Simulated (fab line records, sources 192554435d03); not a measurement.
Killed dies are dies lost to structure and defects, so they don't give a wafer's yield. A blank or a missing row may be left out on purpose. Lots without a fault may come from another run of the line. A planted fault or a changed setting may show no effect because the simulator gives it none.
Chamber matching | flow n5_finfet | N5_BEOL_M4_ILD_DEP_00 on pecvd-01: 3 sister chambers
The step deposits SiOC from DEMS/O2, target thk 79 nm, time 15.3 s. 6 wafers are shown with their chamber, then 12 later ones without.

WAFERS WITH THEIR CHAMBER
wafer  | chamber | throttle_valve_pct (%) | showerhead_plenum_p_Torr (Torr)
L082.6 | 2       | 11.4                   | 5.715
L083.1 | 1       | 12.2                   | 5.694
L083.5 | 0       | 12.8                   | 5.695
L090.4 | 2       | 11.3                   | 5.701
L090.5 | 0       | 12.3                   | 5.700
L090.6 | 1       | 12.3                   | 5.686

WAFERS WITHOUT THEIR CHAMBER
wafer  | throttle_valve_pct (%) | showerhead_plenum_p_Torr (Torr)
L092.3 | 11.6                   | 5.721
L092.4 | 11.5                   | 5.699
L092.5 | 12.5                   | 5.669
L093.1 | 12.1                   | 5.673
L093.2 | 12.5                   | 5.691
L093.6 | 12.7                   | 5.686
L095.2 | 11.4                   | 5.703
L095.3 | 12.3                   | 5.694
L095.6 | 11.4                   | 5.709
L096.1 | 12.5                   | 5.682
L096.2 | 11.4                   | 5.714
L096.4 | 12.2                   | 5.696

WHICH CHAMBER EACH WENT THROUGH
wafer  | from the rows above     | in truth
L092.3 | 2                       | 2
L092.4 | 2                       | 2
L092.5 | can't be placed: 1 or 0 | 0
L093.1 | can't be placed: 1 or 0 | 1
L093.2 | can't be placed: 0 or 1 | 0
L093.6 | can't be placed: 0 or 1 | 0
L095.2 | 2                       | 2
L095.3 | can't be placed: 1 or 0 | 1
L095.6 | 2                       | 2
L096.1 | can't be placed: 1 or 0 | 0
L096.2 | 2                       | 2
L096.4 | can't be placed: 1 or 0 | 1
Placed correctly: 5 of 12. Can't be placed from these rows: 7 (the true chamber is among the candidates in 7). Placed wrongly: 0.
How it was worked out, from the rows above alone: a wafer's distance from a chamber is the root of the sum, over the readings, of the square of ((its reading less the chamber's mean) divided by the reading's scatter). The wafer belongs to the nearest chamber; if the next one is less than 2 further off, it can't be placed. A chamber's mean is the mean of its shown wafers. The scatter: the root of (the sum of the squares of (reading less its chamber's mean) over the shown wafers, divided by (wafers less chambers)).
